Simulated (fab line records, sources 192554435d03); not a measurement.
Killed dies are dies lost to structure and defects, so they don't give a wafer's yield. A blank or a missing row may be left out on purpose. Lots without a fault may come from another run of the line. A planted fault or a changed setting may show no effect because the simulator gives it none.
Which tool did it? | flow n5_finfet | 24 lots, 72 wafers sampled, at 6 steps of a route of 1938

WHAT THE GAUGES READ, wafer by wafer
N5_BEOL_M3_INSPECT_30: inspects for defects (brightfield). Usual: raw_defect_count 446, standard deviation 130.
lot  | measured     | on                | raw_defect_count | flag
L074 | day 7 04:58  | defect_inspect-01 | 496 461 551      |
L075 | day 7 05:34  | defect_inspect-02 | 521 409 440      |
L076 | day 7 10:51  | defect_inspect-02 | 536 464 446      |
L077 | day 7 21:45  | defect_inspect-01 | 385 361 295      |
L078 | day 8 04:58  | defect_inspect-01 | 379 398 335      |
L079 | day 8 11:10  | defect_inspect-01 | 318 292 276      |
L080 | day 8 13:39  | defect_inspect-02 | 561 797 486      |
L081 | day 9 00:47  | defect_inspect-01 | 415 393 418      |
L082 | day 9 04:36  | defect_inspect-01 | 431 326 384      |
L084 | day 9 05:47  | defect_inspect-01 | 327 413 404      |
L083 | day 9 06:19  | defect_inspect-02 | 464 563 517      |
L085 | day 9 17:50  | defect_inspect-01 | 276 350 254      |
L086 | day 10 04:39 | defect_inspect-02 | 382 432 378      |
L088 | day 10 14:56 | defect_inspect-01 | 458 522 774      |
L087 | day 10 17:08 | defect_inspect-01 | 398 605 335      |
L089 | day 10 18:27 | defect_inspect-02 | 710 535 849      |
L090 | day 11 00:25 | defect_inspect-01 | 330 309 289      |
L092 | day 11 07:10 | defect_inspect-02 | 386 431 383      |
L091 | day 11 07:22 | defect_inspect-01 | 687 670 678      |
L093 | day 11 16:46 | defect_inspect-01 | 436 429 353      |
L094 | day 11 20:16 | defect_inspect-01 | 448 288 431      |
L095 | day 12 19:49 | defect_inspect-02 | 447 424 388      |
L096 | day 12 20:31 | defect_inspect-02 | 483 388 390      |
L097 | day 13 01:34 | defect_inspect-02 | 454 472 459      |

WHICH TOOL RAN EACH LOT (tool, then ch and the chambers of the sampled wafers, then the start)
lot  | N5_BEOL_M2_ANNEAL_82         | N5_BEOL_M2_ANNEAL_91         | N5_BEOL_M2_SPUTTER_92        | N5_BEOL_M2_SPUTTER_96        | N5_BEOL_M3_HM_OPEN_17
L074 | pvd_sputter-01, day 6 20:34  | pvd_sputter-01, day 6 21:13  | pvd_sputter-01, day 6 21:22  | pvd_sputter-01, day 6 21:48  | rie_metal-02 ch 0,1, day 7 04:19
L075 | pvd_sputter-01, day 6 23:47  | pvd_sputter-01, day 7 00:26  | pvd_sputter-01, day 7 00:35  | pvd_sputter-01, day 7 01:01  | rie_metal-02 ch 0,1, day 7 04:47
L076 | pvd_sputter-02, day 7 06:26  | pvd_sputter-02, day 7 07:05  | pvd_sputter-02, day 7 07:14  | pvd_sputter-02, day 7 07:40  | rie_metal-02 ch 0,1, day 7 10:14
L077 | pvd_sputter-01, day 7 16:56  | pvd_sputter-01, day 7 17:36  | pvd_sputter-01, day 7 17:44  | pvd_sputter-01, day 7 18:11  | rie_metal-02 ch 0,1, day 7 21:02
L078 | pvd_sputter-02, day 8 00:05  | pvd_sputter-02, day 8 00:45  | pvd_sputter-02, day 8 00:53  | pvd_sputter-02, day 8 01:20  | rie_metal-02 ch 0,1, day 8 04:24
L079 | pvd_sputter-03, day 8 05:09  | pvd_sputter-03, day 8 05:49  | pvd_sputter-03, day 8 05:57  | pvd_sputter-03, day 8 06:23  | rie_metal-03 ch 0, day 8 10:31
L080 | pvd_sputter-01, day 8 08:11  | pvd_sputter-01, day 8 08:52  | pvd_sputter-01, day 8 09:00  | pvd_sputter-01, day 8 09:26  | rie_metal-02 ch 0,1, day 8 12:55
L081 | pvd_sputter-01, day 8 18:38  | pvd_sputter-01, day 8 19:18  | pvd_sputter-01, day 8 19:26  | pvd_sputter-01, day 8 19:53  | rie_metal-01 ch 0,1, day 9 00:04
L082 | pvd_sputter-03, day 8 22:46  | pvd_sputter-03, day 8 23:26  | pvd_sputter-03, day 8 23:34  | pvd_sputter-03, day 9 00:01  | rie_metal-01 ch 0,1, day 9 03:53
L084 | pvd_sputter-02, day 9 01:07  | pvd_sputter-02, day 9 01:47  | pvd_sputter-02, day 9 01:55  | pvd_sputter-02, day 9 02:22  | rie_metal-01 ch 0,1, day 9 05:04
L083 | pvd_sputter-01, day 9 01:14  | pvd_sputter-01, day 9 01:53  | pvd_sputter-01, day 9 02:02  | pvd_sputter-01, day 9 02:28  | rie_metal-01 ch 0,1, day 9 05:31
L085 | pvd_sputter-01, day 9 13:37  | pvd_sputter-01, day 9 14:16  | pvd_sputter-01, day 9 14:25  | pvd_sputter-01, day 9 14:51  | rie_metal-03 ch 0,1, day 9 17:14
L086 | pvd_sputter-02, day 10 00:24 | pvd_sputter-02, day 10 01:04 | pvd_sputter-02, day 10 01:12 | pvd_sputter-02, day 10 01:38 | rie_metal-01 ch 0,1, day 10 04:04
L088 | pvd_sputter-03, day 10 10:35 | pvd_sputter-03, day 10 11:14 | pvd_sputter-03, day 10 11:23 | pvd_sputter-03, day 10 11:49 | rie_metal-01 ch 1, day 10 14:20
L087 | pvd_sputter-03, day 10 12:25 | pvd_sputter-03, day 10 13:05 | pvd_sputter-03, day 10 13:13 | pvd_sputter-03, day 10 13:40 | rie_metal-01 ch 0,1, day 10 16:32
L089 | pvd_sputter-03, day 10 14:16 | pvd_sputter-03, day 10 14:55 | pvd_sputter-03, day 10 15:04 | pvd_sputter-03, day 10 15:30 | rie_metal-03 ch 0, day 10 17:36
L090 | pvd_sputter-01, day 10 19:18 | pvd_sputter-01, day 10 19:58 | pvd_sputter-01, day 10 20:06 | pvd_sputter-01, day 10 20:32 | rie_metal-03 ch 0,1, day 10 23:42
L092 | pvd_sputter-01, day 11 02:36 | pvd_sputter-01, day 11 03:16 | pvd_sputter-01, day 11 03:24 | pvd_sputter-01, day 11 03:50 | rie_metal-02 ch 0,1, day 11 06:34
L091 | pvd_sputter-03, day 11 02:53 | pvd_sputter-03, day 11 03:33 | pvd_sputter-03, day 11 03:41 | pvd_sputter-03, day 11 04:08 | rie_metal-03 ch 0,1, day 11 06:39
L093 | pvd_sputter-01, day 11 12:37 | pvd_sputter-01, day 11 13:16 | pvd_sputter-01, day 11 13:25 | pvd_sputter-01, day 11 13:51 | rie_metal-01 ch 1, day 11 16:01
L094 | pvd_sputter-03, day 11 15:56 | pvd_sputter-03, day 11 16:35 | pvd_sputter-03, day 11 16:44 | pvd_sputter-03, day 11 17:10 | rie_metal-03 ch 0,1, day 11 19:41
L095 | pvd_sputter-03, day 12 14:05 | pvd_sputter-03, day 12 14:45 | pvd_sputter-03, day 12 14:53 | pvd_sputter-03, day 12 15:20 | rie_metal-02 ch 0, day 12 19:06
L096 | pvd_sputter-03, day 12 16:37 | pvd_sputter-03, day 12 17:16 | pvd_sputter-03, day 12 17:25 | pvd_sputter-03, day 12 17:51 | rie_metal-03 ch 0,1, day 12 19:55
L097 | pvd_sputter-03, day 12 20:15 | pvd_sputter-03, day 12 20:55 | pvd_sputter-03, day 12 21:03 | pvd_sputter-03, day 12 21:29 | rie_metal-02 ch 0,1, day 13 00:59
- N5_BEOL_M2_ANNEAL_82: time 240 s.
- N5_BEOL_M2_ANNEAL_91: time 240 s.
- N5_BEOL_M2_SPUTTER_92: material Cu, target thk 4.5 nm, time 8.29 s.
- N5_BEOL_M2_SPUTTER_96: material Cu, target thk 4.5 nm, time 8.29 s.
- N5_BEOL_M3_HM_OPEN_17: chemistry Cl2/BCl3, target TiN, target depth 20 nm, overetch 6 nm.

WHAT THE TOOLS THEMSELVES READ (means of the sampled wafers that have a number; where no wafer has one, the mark that the record gives instead)
N5_BEOL_M2_ANNEAL_82. Usual: heater_power_w 810 W, standard deviation 81.
lot  | tool           | heater_power_w (W) | flag
L074 | pvd_sputter-01 | 844                |
L075 | pvd_sputter-01 | 783                |
L076 | pvd_sputter-02 | 885                |
L077 | pvd_sputter-01 | 795                |
L078 | pvd_sputter-02 | 933                |
L079 | pvd_sputter-03 | 797                |
L080 | pvd_sputter-01 | 778                |
L081 | pvd_sputter-01 | 756                |
L082 | pvd_sputter-03 | 760                |
L084 | pvd_sputter-02 | 890                |
L083 | pvd_sputter-01 | 811                |
L085 | pvd_sputter-01 | 811                |
L086 | pvd_sputter-02 | 865                |
L088 | pvd_sputter-03 | 794                |
L087 | pvd_sputter-03 | 802                |
L089 | pvd_sputter-03 | 763                |
L090 | pvd_sputter-01 | 854                |
L092 | pvd_sputter-01 | 852                |
L091 | pvd_sputter-03 | 826                |
L093 | pvd_sputter-01 | 777                |
L094 | pvd_sputter-03 | 794                |
L095 | pvd_sputter-03 | 763                |
L096 | pvd_sputter-03 | 767                |
L097 | pvd_sputter-03 | 759                |

N5_BEOL_M2_ANNEAL_91. Usual: heater_power_w 809 W, standard deviation 83.
lot  | tool           | heater_power_w (W) | flag
L074 | pvd_sputter-01 | 838                |
L075 | pvd_sputter-01 | 778                |
L076 | pvd_sputter-02 | 874                |
L077 | pvd_sputter-01 | 811                |
L078 | pvd_sputter-02 | 948                |
L079 | pvd_sputter-03 | 792                |
L080 | pvd_sputter-01 | 787                |
L081 | pvd_sputter-01 | 753                |
L082 | pvd_sputter-03 | 758                |
L084 | pvd_sputter-02 | 900                |
L083 | pvd_sputter-01 | 809                |
L085 | pvd_sputter-01 | 804                |
L086 | pvd_sputter-02 | 872                |
L088 | pvd_sputter-03 | 783                |
L087 | pvd_sputter-03 | 792                |
L089 | pvd_sputter-03 | 752                |
L090 | pvd_sputter-01 | 848                |
L092 | pvd_sputter-01 | 841                |
L091 | pvd_sputter-03 | 831                |
L093 | pvd_sputter-01 | 773                |
L094 | pvd_sputter-03 | 809                |
L095 | pvd_sputter-03 | 759                |
L096 | pvd_sputter-03 | 758                |
L097 | pvd_sputter-03 | 766                |

N5_BEOL_M2_SPUTTER_92. Usual: throttle_valve_pct 30.2 %, standard deviation 0.94.
lot  | tool           | throttle_valve_pct (%) | flag
L074 | pvd_sputter-01 | 30.4                   |
L075 | pvd_sputter-01 | 30.2                   |
L076 | pvd_sputter-02 | 29.6                   |
L077 | pvd_sputter-01 | 30.3                   |
L078 | pvd_sputter-02 | 30.4                   |
L079 | pvd_sputter-03 | 30.1                   |
L080 | pvd_sputter-01 | 30.1                   |
L081 | pvd_sputter-01 | 30.0                   |
L082 | pvd_sputter-03 | 30.4                   |
L084 | pvd_sputter-02 | 30.1                   |
L083 | pvd_sputter-01 | 30.1                   |
L085 | pvd_sputter-01 | 30.4                   |
L086 | pvd_sputter-02 | 31.0                   |
L088 | pvd_sputter-03 | 29.9                   |
L087 | pvd_sputter-03 | 29.9                   |
L089 | pvd_sputter-03 | 30.2                   |
L090 | pvd_sputter-01 | 30.3                   |
L092 | pvd_sputter-01 | 30.5                   |
L091 | pvd_sputter-03 | 29.6                   |
L093 | pvd_sputter-01 | 29.9                   |
L094 | pvd_sputter-03 | 30.0                   |
L095 | pvd_sputter-03 | 30.5                   |
L096 | pvd_sputter-03 | 30.4                   |
L097 | pvd_sputter-03 | 30.7                   |

N5_BEOL_M2_SPUTTER_96. Usual: throttle_valve_pct 30.2 %, standard deviation 0.94.
lot  | tool           | throttle_valve_pct (%) | flag
L074 | pvd_sputter-01 | 30.4                   |
L075 | pvd_sputter-01 | 30.1                   |
L076 | pvd_sputter-02 | 29.5                   |
L077 | pvd_sputter-01 | 30.3                   |
L078 | pvd_sputter-02 | 30.5                   |
L079 | pvd_sputter-03 | 30.0                   |
L080 | pvd_sputter-01 | 30.2                   |
L081 | pvd_sputter-01 | 30.1                   |
L082 | pvd_sputter-03 | 30.5                   |
L084 | pvd_sputter-02 | 30.3                   |
L083 | pvd_sputter-01 | 30.1                   |
L085 | pvd_sputter-01 | 30.4                   |
L086 | pvd_sputter-02 | 31.0                   |
L088 | pvd_sputter-03 | 30.0                   |
L087 | pvd_sputter-03 | 29.7                   |
L089 | pvd_sputter-03 | 30.4                   |
L090 | pvd_sputter-01 | 30.5                   |
L092 | pvd_sputter-01 | 30.3                   |
L091 | pvd_sputter-03 | 29.7                   |
L093 | pvd_sputter-01 | 29.9                   |
L094 | pvd_sputter-03 | 30.1                   |
L095 | pvd_sputter-03 | 30.5                   |
L096 | pvd_sputter-03 | 30.5                   |
L097 | pvd_sputter-03 | 30.7                   |

N5_BEOL_M3_HM_OPEN_17. Usual: drypump_motor_current_A 5.6 A, standard deviation 0.57; oes_product_au 0.69 a.u., standard deviation 0.093; throttle_valve_pct 21.96 %, standard deviation 0.16.
lot  | tool         | drypump_motor_current_A (A) | oes_product_au (a.u.) | throttle_valve_pct (%) | flag
L074 | rie_metal-02 | 5.2                         | 0.72                  | 21.98                  |
L075 | rie_metal-02 | 5.2                         | 0.72                  | 21.98                  |
L076 | rie_metal-02 | 5.2                         | 0.71                  | 21.97                  |
L077 | rie_metal-02 | 5.6                         | 0.76                  | 21.96                  |
L078 | rie_metal-02 | 5.6                         | 0.74                  | 21.98                  |
L079 | rie_metal-03 | 5.5                         | 0.52                  | 22.05                  |
L080 | rie_metal-02 | 5.2                         | 0.70                  | 21.99                  |
L081 | rie_metal-01 | 6.0                         | 0.60                  | 22.02                  |
L082 | rie_metal-01 | 5.6                         | 0.64                  | 21.91                  |
L084 | rie_metal-01 | 6.0                         | 0.60                  | 22.00                  |
L083 | rie_metal-01 | 5.6                         | 0.64                  | 21.90                  |
L085 | rie_metal-03 | 5.9                         | 0.72                  | 22.13                  |
L086 | rie_metal-01 | 6.1                         | 0.58                  | 22.01                  |
L088 | rie_metal-01 | 5.2                         | 0.68                  | 21.80                  |
L087 | rie_metal-01 | 5.6                         | 0.63                  | 21.91                  |
L089 | rie_metal-03 | 5.5                         | 0.82                  | 21.61                  |
L090 | rie_metal-03 | 5.7                         | 0.80                  | 21.80                  |
L092 | rie_metal-02 | 5.2                         | 0.70                  | 21.98                  |
L091 | rie_metal-03 | 5.7                         | 0.79                  | 21.82                  |
L093 | rie_metal-01 | 5.2                         | 0.66                  | 21.81                  |
L094 | rie_metal-03 | 5.7                         | 0.78                  | 21.82                  |
L095 | rie_metal-02 | 4.8                         | 0.66                  | 21.99                  |
L096 | rie_metal-03 | 5.7                         | 0.76                  | 21.82                  |
L097 | rie_metal-02 | 5.2                         | 0.69                  | 22.00                  |

THE ANSWER, worked out from the rows above alone
Rule: a lot is off if the mean of its wafers that have a number lies more than 3 standard deviations from the usual mean. A lot without any number at a reading at which 4 lots or more have one is off too. The other lots that the step has rows for count as sound. The gauges are gone through in route order, then the tools' own readings, and for those a lot's mean is taken as printed above. The first step at which some lot is off is used, and at that step the reading that is off furthest; a lot without a number counts as furthest.
No lot is off at any reading shown: from this, nothing can be told.

WHAT THE SIMULATOR HAD PUT IN
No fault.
